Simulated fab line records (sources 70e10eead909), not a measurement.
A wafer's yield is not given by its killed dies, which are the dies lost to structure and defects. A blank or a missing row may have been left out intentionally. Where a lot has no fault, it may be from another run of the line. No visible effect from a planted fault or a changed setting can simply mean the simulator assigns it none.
A struck lot beside a sound one ; flow nand-harc ; 14 steps out of a route of 1159
Sound: the wafers L245.1, L245.3, L245.4. Wafers L257.1, L257.4, L257.6 were the ones struck. The cause is given at the end.
Each step with rows lists, per side, the tool, then ch with its chambers, then its first start. Under that, the readings that differ: sound wafers ; struck wafers ; difference of the means ; sigmas: that difference in standard deviations of wafers without a fault.
alike: words and numbers the same on both sides, and readings whose means are apart by under 2 such deviations; not compared: readings that were withheld, readings missing a value for some wafer, numbers with overlapping values and no deviation given by the record, and bounds like >300 which may hide the same value.
A row with sigmas, a row that says differs or no value, or rows on one side alone: a step with any of these is where the two part. Non-overlapping numbers with no deviation appear without sigmas and do not part them. Lack of a reading on every wafer of one side parts them only where that side has two or more wafers.

first, 8 steps without rows for these wafers: NHARC_P_ZERO_WELL_DEHYDRATE_16 (time 120 s); NHARC_P_ZERO_WELL_HMDS_17 (time 30 s); NHARC_P_ZERO_WELL_COAT_18; NHARC_P_ZERO_WELL_SOFTBAKE_19 (time 95 s); NHARC_P_ZERO_WELL_EBR_20; NHARC_P_ZERO_WELL_EXPOSE_21 (exposes mask P NWELL, target cd 720 nm); NHARC_P_ZERO_WELL_PEB_22 (peb time 85 s); NHARC_P_ZERO_WELL_DEVELOP_23 (time 70 s).
NHARC_P_ZERO_WELL_CD_MEAS_24 targets a cd of 720 nm.
  sound on cd-sem-03 ch 0, day 3 02:36; struck on cd-sem-01 ch 0, day 6 02:22
  alike: cd-nm
then, 1 step without rows for these wafers: NHARC_P_ZERO_WELL_HARDBAKE_25 (time 80 s).
NHARC_P_ZERO_WELL_DESCUM_26: chemistry O2, time 3 s.
  sound on rie-diel-11 ch 0,1,2, day 3 02:46; struck on rie-diel-11 ch 0,1,2, day 6 02:33
  alike: drypump-motor-current-A, oes-product-au, rf-vpp-V, showerhead-plenum-p-Torr, throttle-valve-pct
  not compared: rf-hours-counter-h
next, for these wafers, 1 step has no rows: NHARC_P_ZERO_WELL_IMPLANT_27.
NHARC_P_ZERO_WELL_IMPLANT_57:
  sound on implanter-01 ch 0, day 3 03:05; struck on implanter-01, day 6 02:51
  no value came back on the struck wafers for beam-energy-keV, beam-on-s (s), faraday-current-uA; on the sound wafers beam-energy-keV reads 250.05 250.02 249.99
next, for these wafers, 1 step has no rows: NHARC_P_ZERO_WELL_IMPLANT_58.

WHERE THEY PART
Only at NHARC_P_ZERO_WELL_IMPLANT_57, within this record.

WHY: what the simulator had put in
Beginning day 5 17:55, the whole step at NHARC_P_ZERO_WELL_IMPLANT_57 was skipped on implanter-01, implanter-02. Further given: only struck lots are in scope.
